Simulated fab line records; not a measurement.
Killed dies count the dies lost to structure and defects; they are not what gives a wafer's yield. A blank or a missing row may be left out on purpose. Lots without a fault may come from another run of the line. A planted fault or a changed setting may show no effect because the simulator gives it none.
Problem report in the 8D (eight disciplines) form, filled by code | flow n5Finfet | the parts of the form that need people (team, actions taken, sign-off) are left out

1. PROBLEM STATEMENT
Wafers without a fault read 0.07 Pa, standard deviation 0.00015; chamberPressurePa at N5_BEOL_M5_SPUTTER_81 reads a mean of 0.06 Pa on 3 wafers belonging to 2 lots. Relative to the usual mean, that is a shift of -41 standard deviations.
The step: material Cu, target thk 15 nm, time 27.62 s.
The first sign was on wafer L679.2 at day 13 05:49, on pvdSputter-03. The record has a number at this step for 36 wafers belonging to 12 lots. Rule for "out", or "out of limits": more than 4 standard deviations from the usual mean. Any other wafer with a number is counted as sound.

2. WHAT IT IS, WHAT IT ISN'T
question                    | is                     | is not
which readings at this step | chamberPressurePa      | throttleValvePct
which lots                  | L679, L681             | L665, L666, L669, L670, L671, L678, L680, L685, L686, L687
which wafers of those lots  | L679.2, L679.6, L681.3 | L679.5, L681.1, L681.2
read on which tools         | pvdSputter-03          | pvdSputter-01, pvdSputter-02
when                        | from day 13 05:49      | up to then (19 sound wafers); but 14 sound wafers of L680, L681, L685, L686, L687 came after

3. SUSPECTS, AND WHAT RULES EACH OUT
Counting: if a tool at a process step up to the reading ran every lot that is out, it stays a suspect. Sound lots after the first of them don't rule it out here, since some wafers of a struck lot are sound.
- uvCure-02 at N5_BEOL_M5_CURE_80 (cures SiCOH lowk, time 120 s): kept. It processed each lot that is out (first: L679, day 13 02:16); up to then, its last sound lot is L678 (day 11 23:04).
- pvdSputter-03 at N5_BEOL_M5_SPUTTER_81 (material Cu, target thk 15 nm, time 27.62 s): kept. It processed each lot that is out (first: L679, day 13 05:49); up to then, its last sound lot is L678 (day 12 02:37). Its own readings are out on those wafers: chamberPressurePa.
Left after counting: uvCure-02 at N5_BEOL_M5_CURE_80, pvdSputter-03 at N5_BEOL_M5_SPUTTER_81.

4. THE CAUSE (what the simulator had put in)
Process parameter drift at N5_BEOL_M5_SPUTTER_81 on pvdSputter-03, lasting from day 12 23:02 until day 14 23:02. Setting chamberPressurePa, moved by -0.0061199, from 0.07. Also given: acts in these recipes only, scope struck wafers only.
Counting leaves 2 suspects; this tool is one of them.

5. SEQUENCE OF EFFECTS, ordered by route
Each row: a reading where the mean over the struck wafers with a number is more than 3 standard deviations away from the usual. Scope: only readings with a usual standard deviation given in the record; hours: median across lots of the time from each lot's start at the first step in this table that gives one to its start at this step; sigmas: change in usual standard deviations.
hours | step                  | reading           | usual   | on struck wafers | change | sigmas
0     | N5_BEOL_M5_SPUTTER_81 | chamberPressurePa | 0.07 Pa | 0.06             | -0.01  | -41
Process steps it contains:
- N5_BEOL_M5_SPUTTER_81: material Cu, target thk 15 nm, time 27.62 s.

6. WHAT WOULD HAVE CAUGHT IT SOONER
In this record the first reading out of limits was taken at day 13 05:49, 7 hours after the fault began at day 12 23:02.
